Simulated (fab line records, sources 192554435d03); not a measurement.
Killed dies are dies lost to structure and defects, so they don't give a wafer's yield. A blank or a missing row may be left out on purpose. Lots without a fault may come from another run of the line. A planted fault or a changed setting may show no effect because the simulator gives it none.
Chamber matching | flow n5_finfet | N5_FIN_CUT_DESCUM_13 on rie_diel-06: 4 sister chambers
The step chemistry O2, time 7 s. 8 wafers are shown with their chamber, then 9 later ones without.

WAFERS WITH THEIR CHAMBER
wafer  | chamber | drypump_motor_current_A (A) | showerhead_plenum_p_Torr (Torr)
L080.4 | 2       | 4.7                         | 2.08
L086.2 | 3       | 4.7                         | 2.12
L086.6 | 1       | 5.4                         | 2.19
L087.5 | 3       | 4.8                         | 2.12
L087.6 | 0       | 6.2                         | 1.98
L090.1 | 1       | 5.4                         | 2.19
L090.3 | 2       | 4.7                         | 2.07
L090.5 | 0       | 6.2                         | 1.97

WAFERS WITHOUT THEIR CHAMBER
wafer  | drypump_motor_current_A (A) | showerhead_plenum_p_Torr (Torr)
L091.2 | 4.7                         | 2.11
L091.5 | 4.7                         | 2.07
L091.6 | 5.4                         | 2.19
L094.3 | 4.8                         | 2.11
L094.4 | 5.4                         | 2.19
L094.6 | 5.4                         | 2.19
L097.2 | 5.4                         | 2.19
L097.4 | 4.8                         | 2.11
L097.6 | 5.4                         | 2.19

WHICH CHAMBER EACH WENT THROUGH
wafer  | from the rows above | in truth
L091.2 | 3                   | 3
L091.5 | 2                   | 2
L091.6 | 1                   | 1
L094.3 | 3                   | 3
L094.4 | 1                   | 1
L094.6 | 1                   | 1
L097.2 | 1                   | 1
L097.4 | 3                   | 3
L097.6 | 1                   | 1
Placed correctly: 9 of 9. Can't be placed from these rows: 0. Placed wrongly: 0.
How it was worked out, from the rows above alone: a wafer's distance from a chamber is the root of the sum, over the readings, of the square of ((its reading less the chamber's mean) divided by the reading's scatter). The wafer belongs to the nearest chamber; if the next one is less than 2 further off, it can't be placed. A chamber's mean is the mean of its shown wafers. The scatter: the root of (the sum of the squares of (reading less its chamber's mean) over the shown wafers, divided by (wafers less chambers)).
